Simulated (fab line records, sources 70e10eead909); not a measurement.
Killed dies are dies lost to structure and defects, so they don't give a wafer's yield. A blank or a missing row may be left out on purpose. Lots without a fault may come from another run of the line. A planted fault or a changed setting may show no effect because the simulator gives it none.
Problem report in the 8D (eight disciplines) form, filled by code | flow nand_harc | the parts of the form that need people (team, actions taken, sign-off) are left out

1. THE PROBLEM
oes_product_au at NHARC_A_CONTACT_ETCH_75 reads a mean of 0.821 a.u. on 3 wafers of 3 lots; wafers without a fault read 1.003 a.u. with a standard deviation of 0.0095. That is -19 standard deviations from the usual mean.
The step: etches the open film in CF4, target depth 39 nm, time 65 s.
First seen on wafer L434.6, day 27 17:23, on rie_diel-04. The record holds 45 wafers of 15 lots with a number at this step. Rule for "out", or "out of limits": more than 4 standard deviations from the usual mean. The other wafers with a number count as sound.

2. WHAT IT IS AND WHAT IT IS NOT
question                    | is                     | is not
which readings at this step | oes_product_au         | cf4_flow_sccm, drypump_motor_current_A, rf_vpp_V, showerhead_plenum_p_Torr, throttle_valve_pct
which lots                  | L434, L438, L440       | L421, L422, L424, L425, L426, L427, L428, L429, L430, L433, L435, L439
which wafers of those lots  | L434.6, L438.2, L440.3 | L434.2, L434.5, L438.5, L438.6, L440.1, L440.6
read on which tools         | rie_diel-04            | rie_diel-02, rie_diel-05
when                        | from day 27 17:23      | up to then (35 sound wafers); but 7 sound wafers of L438, L439, L440 came after

3. SUSPECTS, AND WHAT RULES EACH OUT
Counting: a tool at a process step up to the reading stays a suspect if it ran every lot that is out. Sound lots after the first of them don't rule it out here, since some wafers of a struck lot are sound.
- rie_diel-04 at NHARC_A_CONTACT_DESCUM_74 (chemistry O2, time 3 s): kept. It ran every lot that is out, first L434 (day 27 17:18); its last sound lot up to then is L435 (day 27 13:40).
- rie_diel-04 at NHARC_A_CONTACT_ETCH_75 (etches the open film in CF4, target depth 39 nm, time 65 s): kept. It ran every lot that is out, first L434 (day 27 17:23); its last sound lot up to then is L435 (day 27 13:44). Its own readings are out on those wafers: oes_product_au.
- Within rie_diel-04 at NHARC_A_CONTACT_ETCH_75: the wafers that are out ran in chamber 0; their sound lot-mates ran in chambers 1, 2, 3.
Left after counting: rie_diel-04 at NHARC_A_CONTACT_DESCUM_74, rie_diel-04 at NHARC_A_CONTACT_ETCH_75.

4. THE CAUSE (what the simulator had put in)
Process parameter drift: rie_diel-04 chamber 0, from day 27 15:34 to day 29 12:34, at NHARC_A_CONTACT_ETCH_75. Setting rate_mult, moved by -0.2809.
Counting left 2 suspects, and this tool is among them.

5. THE CHAIN OF EFFECTS, in route order
Each row: a reading whose mean over the struck wafers that have a number lies more than 3 standard deviations from the usual. Only readings for which the record gives a usual standard deviation are gone through. hours: the time from each lot's start at the first step in this table that gives one to its start at this step, as a median over the lots. sigmas: the change in usual standard deviations.
hours | step                    | reading        | usual      | on struck wafers | change | sigmas
0     | NHARC_A_CONTACT_ETCH_75 | oes_product_au | 1.003 a.u. | 0.821            | -0.182 | -19
The process steps in it:
- NHARC_A_CONTACT_ETCH_75: etches the open film in CF4, target depth 39 nm, time 65 s.

6. WHAT WOULD HAVE CAUGHT IT SOONER
In this record the first reading out of limits was taken at day 27 17:23, 2 hours after the fault began at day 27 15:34.
